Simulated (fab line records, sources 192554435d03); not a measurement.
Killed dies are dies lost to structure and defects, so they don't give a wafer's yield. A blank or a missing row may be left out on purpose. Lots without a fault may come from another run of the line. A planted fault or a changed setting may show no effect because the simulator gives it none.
A struck lot beside a sound one | flow n5_finfet | 24 steps out of a route of 1938
Sound: wafers L905.1, L905.2, L905.6. Struck: wafers L915.2, L915.3. (L915.5 of the same lot was not struck and is left out.) The cause comes at the end.
At each step with rows: each side's tool, then ch and its chambers, then its first start. Under that, the readings that differ: sound wafers | struck wafers | difference of the means | sigmas: that difference in standard deviations of wafers without a fault.
alike: readings whose means differ by less than 2 such deviations, and words and numbers that are the same on both sides. not compared: withheld readings, readings that some wafer has no value for, bounds like >300 that may hide the same value, and numbers for which the record gives no deviation and whose values overlap.
The two part at a step that has a row with sigmas, a row that says differs or no value, or rows on one side only. Numbers that don't overlap but have no deviation are shown without sigmas and don't part them. A reading that every wafer of one side lacks parts them only if that side has two wafers or more.

first, 11 steps without rows for these wafers: N5_BEOL_M6_ETCH_62 (etches SOC in N2/H2, target depth 110 nm, overetch 22 nm, time 165 s); N5_BEOL_M6_STRIP_68 (strips in N2/H2); N5_BEOL_M6_STRIP_67 (strips in CF4); N5_BEOL_M6_HM_OPEN_17 (chemistry Cl2/BCl3, target TiN, target depth 20 nm, overetch 6 nm); N5_BEOL_M6_STRIP_19 (strips in O2); N5_BEOL_M6_COAT_63 (time 60 s, resist thk 60 nm); N5_BEOL_M6_COAT_64 (time 60 s, resist thk 12 nm); N5_BEOL_M6_COAT_71 (time 60 s, resist thk 5 nm); N5_BEOL_M6_COAT_22 (resist thk 30 nm); N5_BEOL_M6_EBR_24; N5_BEOL_M6_SOFTBAKE_23 (time 60 s).
N5_BEOL_M6_EXPOSE_25: exposes mask V5, target cd 40 nm.
  sound on euv_scanner-01 ch 0, day 9 11:25; struck on euv_scanner-02 ch 0, day 12 08:19
  alike: mask, focus_offset_nm
then, 2 steps without rows for these wafers: N5_BEOL_M6_PEB_26 (peb time 60 s); N5_BEOL_M6_DEVELOP_27 (develop time 30 s).
N5_BEOL_M6_CD_MEAS_28: target cd 40 nm.
  sound on cd_sem-03 ch 0, day 9 11:34; struck on cd_sem-03 ch 0, day 12 08:27
  reading    | sound             | struck      | difference | sigmas
  cd_nm (nm) | 40.11 39.98 40.16 | 43.43 43.51 | +3.39      | +15
N5_BEOL_M6_DESCUM_33: chemistry O2, time 7 s.
  sound on rie_diel-05 ch 1,2,3, day 9 12:08; struck on rie_diel-05 ch 1,2, day 12 08:34
  reading                  | sound        | struck    | difference | sigmas
  model.BEOL_M6.cd_nm (nm) | 40.2 40 40.2 | 43.4 43.4 | +3.3       |
  alike: bias_power_w, drypump_motor_current_A, oes_product_au, rf_vpp_V, showerhead_plenum_p_Torr, throttle_valve_pct
  not compared: rf_hours_counter_h
then, 5 steps without rows for these wafers: N5_BEOL_M6_ETCH_72 (etches underlayer in N2/H2, target depth 6.5 nm, time 5.2 s); N5_BEOL_M6_ETCH_65 (etches SiARC in CF4, target depth 15.6 nm, time 26 s); N5_BEOL_M6_ETCH_66 (etches SOC in N2/H2, target depth 80 nm, overetch 16 nm, time 120 s); N5_BEOL_M6_STRIP_69 (strips in N2/H2); N5_BEOL_M6_STRIP_73 (strips in N2/H2).
N5_BEOL_M6_VIA_ETCH_34: etches SiCOH lowk in C4F6/O2, target depth 126.3 nm, time 50.9 s.
  sound on rie_diel-05 ch 1,2,3, day 9 12:19; struck on rie_diel-05 ch 1,2, day 12 08:45
  reading                  | sound      | struck    | difference | sigmas
  model.BEOL_M6.cd_nm (nm) | 40 40 40.4 | 43.2 43.2 | +3.1       |
  alike: drypump_motor_current_A, oes_ar_750_au, oes_product_au, rf_vpp_V, showerhead_plenum_p_Torr, throttle_valve_pct
  not compared: rf_hours_counter_h
then, 1 step without rows for these wafers: N5_BEOL_M6_STRIP_76 (strips in C4F6/O2).
-- the record jumps here: 4 days lie between the struck wafers' starts before and after (it left off in module BEOL_M6 and takes up again in module PASSIVATION, whose first step shown is number 1936 of the route) --
N5_PASSIVATION_PROBE_49:
  sound on prober-02, day 12 13:10; struck on prober-02, day 15 22:50
  reading                  | sound          | struck    | difference | sigmas
  defect_limited_yield (%) | 93.2 93.7 94.4 | 89.1 91.7 | -3.4       | -2
  killed_dies              | 80 74 66       | 129 98    | +40        | +2
  sort_n_pass              | 1100 1106 1114 | 1051 1082 | -40        | -2
  sort_yield_pct (%)       | 93.2 93.7 94.4 | 89.1 91.7 | -3.4       | -2
  alike: killed_at_M0_to_M3, killed_at_M4_up, killed_at_contacts, killed_at_front_end, killed_at_other, killed_open, killed_short, sort_bin_5_function, sort_bin_6_memory

WHERE THEY PART
First at N5_BEOL_M6_CD_MEAS_28; last, within this record, at N5_PASSIVATION_PROBE_49.

WHY: what the simulator had put in
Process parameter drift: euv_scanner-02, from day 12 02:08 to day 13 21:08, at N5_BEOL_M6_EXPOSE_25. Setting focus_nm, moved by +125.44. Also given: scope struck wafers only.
